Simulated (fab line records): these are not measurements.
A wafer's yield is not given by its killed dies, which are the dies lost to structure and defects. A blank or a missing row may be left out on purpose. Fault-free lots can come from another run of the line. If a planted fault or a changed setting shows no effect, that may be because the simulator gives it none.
Which of the tools did it? ; flow n5 finfet ; 9 lots with 27 wafers sampled at 4 steps, on a route of 1938 steps

== WHAT EACH GAUGE READ, for each wafer ==
N5_HKMG_FIN_INSPECT_14: inspects for defects (macro).
lot;measured;on;raw defect count
L701;day 4 01:43;defect inspect-02;2 1 0
L706;day 5 06:46;defect inspect-02;3 5 5
L707;day 5 15:37;defect inspect-01;3 3 3
L709;day 6 04:28;defect inspect-02;1 1 3
L710;day 6 16:20;defect inspect-01;>300 >300 >300
L712;day 7 00:44;defect inspect-02;>300 >300 >300
L722;day 9 09:59;defect inspect-02;2 5 2
L723;day 9 16:27;defect inspect-01;0 0 2
L724;day 9 22:42;defect inspect-02;3 0 4

== WHAT TOOL EACH LOT RAN ON (gives the tool, then ch and the chambers of the sampled wafers, and finally the start) ==
lot;N5_HKMG_FIN_STRIP_57;N5_HKMG_FIN_WET_ETCH_76;N5_HKMG_FIN_CVD_62
L701;rie diel-03 ch 1,2,3, day 3 22:37;wet bench-05 ch 0,3,5, day 3 23:09;thermal cvd si-02 ch 0,1, day 4 00:04
L706;rie diel-01 ch 0,2,3, day 5 03:50;wet bench-06 ch 0,3,4, day 5 04:22;thermal cvd si-01 ch 0,2, day 5 05:17
L707;rie diel-06 ch 0,2,3, day 5 12:19;wet bench-06 ch 3,5,7, day 5 12:50;thermal cvd si-02 ch 1,2, day 5 13:46
L709;rie diel-06 ch 0,1,3, day 6 01:24;wet bench-05 ch 0,2,3, day 6 01:56;thermal cvd si-02 ch 0,2, day 6 02:51
L710;rie diel-03 ch 0,1,2, day 6 13:21;wet bench-05 ch 2,5,7, day 6 13:53;thermal cvd si-01 ch 0,1,2, day 6 14:48
L712;rie diel-03 ch 0,1,3, day 6 21:38;wet bench-05 ch 0,1,3, day 6 22:10;thermal cvd si-01 ch 1,2, day 6 23:04
L722;rie diel-01 ch 0,2, day 9 06:55;wet bench-05 ch 2,5,6, day 9 07:26;thermal cvd si-01 ch 0,1,2, day 9 08:22
L723;rie diel-01 ch 0,1,3, day 9 13:24;wet bench-05 ch 0,6,7, day 9 13:56;thermal cvd si-02 ch 1,2, day 9 14:50
L724;rie diel-03 ch 0,1,2, day 9 19:38;wet bench-05 ch 0,5,6, day 9 20:10;thermal cvd si-01 ch 0,1,2, day 9 21:06
- N5_HKMG_FIN_STRIP_57: strips in CF4.
- N5_HKMG_FIN_WET_ETCH_76: etches Al2O3 in dNH4OH, stops on La2O3, target depth 2.25 nm, rinse time 30 s.
- N5_HKMG_FIN_CVD_62: deposits a-Si from Si2H6, target thk 3 nm, time 20.8 s.

== THE ANSWER, worked out from the rows above alone ==
Rule: the usual values come from the lots themselves. Put in order of their means at a reading, lots are off if they are a third of the lots or fewer, leave a main group of 4 or more, and stand apart from it by a gap of 3 or more times the standard deviation of the main group's means; of several such gaps the widest counts. Not used: any main group whose means are identical at the precision the tables above print for the reading. A lot without any number at a reading at which 4 lots or more have one is off too. Any other lot the step has rows for is counted as sound.
Off at N5_HKMG_FIN_INSPECT_14 (raw defect count): L710, L712. Without a number there: L710, L712. For the main group the mean is 2.3 and the standard deviation 1.2.
A tool fits if, at a process step before that reading, it ran every lot that is off, and no sound lot after the first of them. The gauges at N5_HKMG_FIN_INSPECT_14 are tried like those tools. No candidate that was tried fits.

== WHAT THE SIMULATOR HAD PUT IN ==
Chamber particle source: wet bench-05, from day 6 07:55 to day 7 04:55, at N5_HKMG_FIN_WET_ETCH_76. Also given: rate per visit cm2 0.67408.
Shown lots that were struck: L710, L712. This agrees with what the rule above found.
